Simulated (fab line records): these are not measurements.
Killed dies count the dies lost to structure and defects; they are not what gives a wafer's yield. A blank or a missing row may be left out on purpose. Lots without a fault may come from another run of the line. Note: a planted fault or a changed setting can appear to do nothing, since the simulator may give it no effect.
Chamber matching	flow nandHarc	NHARC_A_STAIRCASE_ETCH_169 on rieDiel-01 has 4 sister chambers
The step etches the open film in CH3F/O2, target depth 50 nm, time 107.1 s. 16 wafers are shown with their chamber, then 8 later ones without.

== WAFERS PAIRED WITH THEIR CHAMBERS ==
wafer	chamber	drypumpMotorCurrentA (A)	showerheadPlenumPTorr (Torr)	rfFwdPowerW (W)
L081.1	1	5.7	2.53	495.3
L081.2	0	6.6	2.40	493.5
L081.5	3	5.5	2.32	493.3
L084.4	3	5.5	2.32	496.8
L084.5	1	5.7	2.53	496.7
L084.6	0	6.6	2.40	493.3
L082.1	1	5.7	2.53	495.4
L082.2	2	5.9	2.42	498.7
L082.5	0	6.6	2.40	494.4
L090.1	1	5.7	2.52	494.8
L090.4	3	5.5	2.32	497.0
L090.6	0	6.6	2.39	494.9
L094.2	3	5.5	2.31	494.8
L094.4	0	6.6	2.39	493.8
L094.5	1	5.8	2.52	497.0
L095.3	2	5.9	2.41	497.4

SIGNATURES, as means of the wafers listed above
reading	chamber 0	chamber 1	chamber 2	chamber 3	scatter within a chamber
drypumpMotorCurrentA	6.600	5.720	5.900	5.500	0.0258
showerheadPlenumPTorr	2.3960	2.5260	2.4150	2.3175	0.00552
rfFwdPowerW	493.980	495.840	498.050	495.475	1.14
Rule: a wafer lies at a distance from a chamber equal to the root of the sum of squares, over the readings, of (its reading less the chamber's mean, divided by the reading's scatter). If the next closest chamber is less than 2 further off than the closest, the wafer can't be placed; otherwise it belongs to the closest. The scatter: the root of (the sum of the squares of (reading less its chamber's mean) over the shown wafers, divided by (wafers less chambers)).

== WAFERS WITHOUT THEIR CHAMBER ==
wafer	drypumpMotorCurrentA (A)	showerheadPlenumPTorr (Torr)	rfFwdPowerW (W)
L095.4	6.6	2.39	498.0
L095.5	6.6	2.39	495.8
L096.1	5.7	2.52	494.5
L096.2	6.6	2.39	493.8
L096.6	5.9	2.41	498.4
L097.3	5.5	2.31	498.0
L097.4	6.5	2.39	493.7
L097.6	5.9	2.41	499.6

== EACH ONE'S CHAMBER ==
wafer	from the rows above	in truth
L095.4	0	0
L095.5	0	0
L096.1	1	1
L096.2	0	0
L096.6	2	2
L097.3	3	3
L097.4	0	0
L097.6	2	2
8 of 8 placed correctly. Left unplaced by these rows: 0. Number placed wrongly: 0.
